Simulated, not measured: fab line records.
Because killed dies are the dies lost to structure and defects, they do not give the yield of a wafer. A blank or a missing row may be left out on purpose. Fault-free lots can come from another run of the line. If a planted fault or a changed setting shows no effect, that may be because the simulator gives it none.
fab line records :: flow nand_harc
record
  lots=6
  wafers=18
  last_day=33
route steps=1302 shown P_START@1 P_ZERO_WELL@2
lots that met no fault: taken from a fault-free run of the same line
start_h: start of the lot's first displayed wafer, in hours after the record's first day :: wait_h: hours from the lot's prior step to this one :: " as in the row above :: L1.1+2: a row that stands for several wafers :: - no value, or no start was given :: * or withheld: withheld :: < > ~ a bound
route shown NAME@n: NAME is a module with steps in the file, n the number in the route of the first one :: usual: average and standard deviation across the fault-free wafers :: same: alike in all rows :: chamber/n: place in a boat :: sites: each site's reading :: _std_site: how widely they spread, as a standard deviation :: _edge_site: the outer-site mean with the inner-site mean subtracted :: radius_mm: for every site, how far away it sits from the centre of the wafer :: mask NAME#n: copy n :: behind: tool/chamber where the wafer was last shaped :: hold: cause of the lot's hold/its duration in hours/its outcome :: device: the transistor (n, p or np) that didn't switch :: end of line: the same wafers' tests at the end of the route :: step lacking rows: just its recipe :: killed: at the first sort, the dies lost to defects and structure; wafer yield is something else :: map: per-die view of a wafer (x killed, . not killed, _ where there is no die)
set.NAME: the setting the step ran with; set.NAME@STEP: the setting that earlier step ran with :: model.NAME: the simulator's own value behind a step, which no gauge read
certain route steps with their lots: each step a table, each wafer a row
services: when a tool's chamber went out of use (start_h, in hours from the record's first day, below 0 if earlier), for how many hours, and the reason
## steps
# step NHARC_P_START_INSPECT_01
# usual
  raw_defect_count=3.3/2
lot.wafer: L219.2
tool: defect_inspect-01
chamber: -
start_h: 30.04
wait_h: -
raw_defect_count: 2

lot.wafer: L219.4
tool: defect_inspect-01
chamber: -
start_h: 30.04
wait_h: -
raw_defect_count: 1

lot.wafer: L219.6
tool: defect_inspect-01
chamber: -
start_h: 30.04
wait_h: -
raw_defect_count: 2

lot.wafer: L221.3
tool: defect_inspect-02
chamber: -
start_h: 50.04
wait_h: -
raw_defect_count: 4

lot.wafer: L221.4
tool: defect_inspect-02
chamber: -
start_h: 50.04
wait_h: -
raw_defect_count: 5

lot.wafer: L221.6
tool: defect_inspect-02
chamber: -
start_h: 50.04
wait_h: -
raw_defect_count: 3

lot.wafer: L231.3
tool: defect_inspect-02
chamber: -
start_h: 150.04
wait_h: -
raw_defect_count: 2

lot.wafer: L231.4
tool: defect_inspect-02
chamber: -
start_h: 150.04
wait_h: -
raw_defect_count: 2

lot.wafer: L231.5
tool: defect_inspect-02
chamber: -
start_h: 150.04
wait_h: -
raw_defect_count: 1

lot.wafer: L232.1
tool: defect_inspect-01
chamber: -
start_h: 160.04
wait_h: -
raw_defect_count: 1

lot.wafer: L232.4
tool: defect_inspect-01
chamber: -
start_h: 160.04
wait_h: -
raw_defect_count: 1

lot.wafer: L232.5
tool: defect_inspect-01
chamber: -
start_h: 160.04
wait_h: -
raw_defect_count: 2

lot.wafer: L235.1
tool: defect_inspect-02
chamber: -
start_h: 190.04
wait_h: -
raw_defect_count: 0

lot.wafer: L235.2
tool: defect_inspect-02
chamber: -
start_h: 190.04
wait_h: -
raw_defect_count: 4

lot.wafer: L235.4
tool: defect_inspect-02
chamber: -
start_h: 190.04
wait_h: -
raw_defect_count: 3

lot.wafer: L240.3
tool: defect_inspect-01
chamber: -
start_h: 240.04
wait_h: -
raw_defect_count: 1

lot.wafer: L240.4
tool: defect_inspect-01
chamber: -
start_h: 240.04
wait_h: -
raw_defect_count: 2

lot.wafer: L240.6
tool: defect_inspect-01
chamber: -
start_h: 240.04
wait_h: -
raw_defect_count: 2
# step NHARC_P_ZERO_WELL_PRECLEAN_00
# recipe
  time_s=600
  temp_c=120
  chemistry=SPM
# step NHARC_P_ZERO_WELL_SRD_01
# step NHARC_P_ZERO_WELL_PECVD_02
# recipe
  target_thk_a=100
  temp_c=400
  pressure_torr=6.5
  rf_w=withheld
  teos_flow_sccm=withheld
  flow_sccm=2650
  target_thk_nm=10
  gas=O2
  material=SiO2
# step NHARC_P_ZERO_WELL_DEHYDRATE_03
# recipe
  temp_c=150
  time_s=120
# step NHARC_P_ZERO_WELL_HMDS_04
# recipe
  time_s=30
# step NHARC_P_ZERO_WELL_COAT_64
# recipe
  temp_c=200
  time_s=65
# step NHARC_P_ZERO_WELL_COAT_05
# recipe
  spin_rpm=2000
  resist_thk_nm=600
# step NHARC_P_ZERO_WELL_SOFTBAKE_06
# recipe
  temp_c=125
  time_s=70
# step NHARC_P_ZERO_WELL_EBR_07
# step NHARC_P_ZERO_WELL_EXPOSE_08
# recipe
  na=0.55
  target_cd_nm=500
  dose_mj=33.8
  mask_id=P_ZERO
# step NHARC_P_ZERO_WELL_PEB_09
# recipe
  peb_temp_c=128
  peb_time_s=80
# usual
  heater_power_total_W=189.7/0.77
  plate_temp_C=127.96/0.13
lot.wafer: L219.2
tool: litho_track-03
chamber: 0
start_h: 31.17
wait_h: 0.1
heater_power_total_W: 189.5
plate_temp_C: 128.10

lot.wafer: L219.4
tool: litho_track-03
chamber: 0
start_h: 31.17
wait_h: 0.1
heater_power_total_W: 189.6
plate_temp_C: 127.92

lot.wafer: L219.6
tool: litho_track-03
chamber: 0
start_h: 31.17
wait_h: 0.1
heater_power_total_W: 189.3
plate_temp_C: 127.68

lot.wafer: L221.3
tool: litho_track-07
chamber: 0
start_h: 51.16
wait_h: 0.1
heater_power_total_W: 188.5
plate_temp_C: 128.00

lot.wafer: L221.4
tool: litho_track-07
chamber: 0
start_h: 51.16
wait_h: 0.1
heater_power_total_W: 188.5
plate_temp_C: 128.14

lot.wafer: L221.6
tool: litho_track-07
chamber: 0
start_h: 51.16
wait_h: 0.1
heater_power_total_W: 189.9
plate_temp_C: 127.95

lot.wafer: L231.3
tool: litho_track-07
chamber: 0
start_h: 151.23
wait_h: 0.1
heater_power_total_W: 175.1
plate_temp_C: 120.11

lot.wafer: L231.4
tool: litho_track-07
chamber: 0
start_h: 151.23
wait_h: 0.1
heater_power_total_W: 174.2
plate_temp_C: 120.13

lot.wafer: L231.5
tool: litho_track-07
chamber: 0
start_h: 151.23
wait_h: 0.1
heater_power_total_W: 174.2
plate_temp_C: 120.25

lot.wafer: L232.1
tool: litho_track-07
chamber: 0
start_h: 161.11
wait_h: 0.1
heater_power_total_W: 175.1
plate_temp_C: 120.07

lot.wafer: L232.4
tool: litho_track-07
chamber: 0
start_h: 161.11
wait_h: 0.1
heater_power_total_W: 174.7
plate_temp_C: 120.12

lot.wafer: L232.5
tool: litho_track-07
chamber: 0
start_h: 161.11
wait_h: 0.1
heater_power_total_W: 174.2
plate_temp_C: 120.00

lot.wafer: L235.1
tool: litho_track-03
chamber: 0
start_h: 191.03
wait_h: 0.1
heater_power_total_W: 188.8
plate_temp_C: 128.14

lot.wafer: L235.2
tool: litho_track-03
chamber: 0
start_h: 191.03
wait_h: 0.1
heater_power_total_W: 188.5
plate_temp_C: 128.09

lot.wafer: L235.4
tool: litho_track-03
chamber: 0
start_h: 191.03
wait_h: 0.1
heater_power_total_W: 189.3
plate_temp_C: 128.19

lot.wafer: L240.3
tool: litho_track-03
chamber: 0
start_h: 241.16
wait_h: 0.1
heater_power_total_W: 189.1
plate_temp_C: 127.96

lot.wafer: L240.4
tool: litho_track-03
chamber: 0
start_h: 241.16
wait_h: 0.1
heater_power_total_W: 190.8
plate_temp_C: 127.90

lot.wafer: L240.6
tool: litho_track-03
chamber: 0
start_h: 241.16
wait_h: 0.1
heater_power_total_W: 189.2
plate_temp_C: 127.84
# step NHARC_P_ZERO_WELL_DEVELOP_10
# recipe
  time_s=50
  dev_temp_c=22
# step NHARC_P_ZERO_WELL_CD_MEAS_11
# recipe
  target_cd_nm=500
  landing_energy_ev=500
# usual
  cd_nm=500.0/2
lot.wafer: L219.2
tool: cd_sem-03
chamber: 0
start_h: 31.25
wait_h: -
hold: -
cd_nm: 496.5

lot.wafer: L219.4
tool: cd_sem-03
chamber: 0
start_h: 31.25
wait_h: -
hold: -
cd_nm: 500.7

lot.wafer: L219.6
tool: cd_sem-03
chamber: 0
start_h: 31.25
wait_h: -
hold: -
cd_nm: 499.5

lot.wafer: L221.3
tool: cd_sem-02
chamber: 0
start_h: 51.25
wait_h: -
hold: -
cd_nm: 500.4

lot.wafer: L221.4
tool: cd_sem-02
chamber: 0
start_h: 51.25
wait_h: -
hold: -
cd_nm: 498.0

lot.wafer: L221.6
tool: cd_sem-02
chamber: 0
start_h: 51.25
wait_h: -
hold: -
cd_nm: 498.7

lot.wafer: L231.3
tool: cd_sem-01
chamber: 0
start_h: 151.32
wait_h: -
hold: await_dispo/0.2h/release
cd_nm: 431.5

lot.wafer: L231.4
tool: cd_sem-01
chamber: 0
start_h: 151.32
wait_h: -
hold: await_dispo/0.2h/release
cd_nm: 430.8

lot.wafer: L231.5
tool: cd_sem-01
chamber: 0
start_h: 151.32
wait_h: -
hold: await_dispo/0.2h/release
cd_nm: 428.4

lot.wafer: L231.3
tool: cd_sem-01
chamber: 0
start_h: -
wait_h: -
hold: -
cd_nm: 431.2

lot.wafer: L231.4
tool: cd_sem-01
chamber: 0
start_h: -
wait_h: -
hold: -
cd_nm: 430.8

lot.wafer: L231.5
tool: cd_sem-01
chamber: 0
start_h: -
wait_h: -
hold: -
cd_nm: 427.9

lot.wafer: L232.1
tool: cd_sem-02
chamber: 0
start_h: 161.19
wait_h: -
hold: await_dispo/0.2h/release
cd_nm: 441.9

lot.wafer: L232.4
tool: cd_sem-02
chamber: 0
start_h: 161.19
wait_h: -
hold: await_dispo/0.2h/release
cd_nm: 441.7

lot.wafer: L232.5
tool: cd_sem-02
chamber: 0
start_h: 161.19
wait_h: -
hold: await_dispo/0.2h/release
cd_nm: 439.5

lot.wafer: L232.1
tool: cd_sem-02
chamber: 0
start_h: -
wait_h: -
hold: -
cd_nm: 442.1

lot.wafer: L232.4
tool: cd_sem-02
chamber: 0
start_h: -
wait_h: -
hold: -
cd_nm: 441.9

lot.wafer: L232.5
tool: cd_sem-02
chamber: 0
start_h: -
wait_h: -
hold: -
cd_nm: 439.5

lot.wafer: L235.1
tool: cd_sem-02
chamber: 0
start_h: 191.11
wait_h: -
hold: -
cd_nm: 500.0

lot.wafer: L235.2
tool: cd_sem-02
chamber: 0
start_h: 191.11
wait_h: -
hold: -
cd_nm: 501.1

lot.wafer: L235.4
tool: cd_sem-02
chamber: 0
start_h: 191.11
wait_h: -
hold: -
cd_nm: 501.7

lot.wafer: L240.3
tool: cd_sem-03
chamber: 0
start_h: 241.25
wait_h: -
hold: -
cd_nm: 499.6

lot.wafer: L240.4
tool: cd_sem-03
chamber: 0
start_h: 241.25
wait_h: -
hold: -
cd_nm: 502.0

lot.wafer: L240.6
tool: cd_sem-03
chamber: 0
start_h: 241.25
wait_h: -
hold: -
cd_nm: 500.5
## services
tool: litho_track-07
chamber: -
start_h: 76.00
hours: 7.0
kind: pm

tool: litho_track-03
chamber: -
start_h: 100.00
hours: 7.0
kind: pm
## key
first_sign
  step=NHARC_P_ZERO_WELL_PEB_09
  reading=plate_temp_C
  direction=down
  sigmas=61
  usual=*
  struck=*
effect
  step=NHARC_P_ZERO_WELL_PEB_09
  reading=heater_power_total_W
  direction=down
  sigmas=20
  usual=*
  struck=*
effect
  step=NHARC_P_ZERO_WELL_CD_MEAS_11
  reading=visit
  direction=added
  through=control_loop
effect
  step=NHARC_P_ZERO_WELL_CD_MEAS_11
  reading=cd_nm
  direction=down
  sigmas=33
  usual=500.0
  struck=435.6
  through=control_loop
met_at NHARC_P_ZERO_WELL_PEB_09
struck_wafers L231.3,L231.4,L231.5,L232.1,L232.4,L232.5
sort_left_out L231.3,L231.4,L231.5,L232.1,L232.4,L232.5
tester_left_out L231,L232
loop_trim
  step=NHARC_P_ZERO_WELL_EXPOSE_08
  setting=dose
  lots=L232
onset_between 51.16 151.23
fault
  kind=process_parameter_drift
  tool=litho_track-07
  chamber=-
  onset_h=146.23
  steps=NHARC_P_ZERO_WELL_PEB_09
  channel=peb_temp_c
  offset=*
  shape=step
  end_h=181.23
  acts_in=*
  stated=*
# tester_left_out: of these lots the tester's yield and bins aren't shown, on N5 and GAA mostly nor the transistor test; their killed dies are dies lost to structure and defects alone, not to doping, threshold or leakage, so they don't give the yield
# sort_left_out: the simulated sort isn't trusted on such a fault, so these wafers' sort isn't shown, and their yield isn't known
# loop_trim: a control loop set the setting to another value than it would have without faults
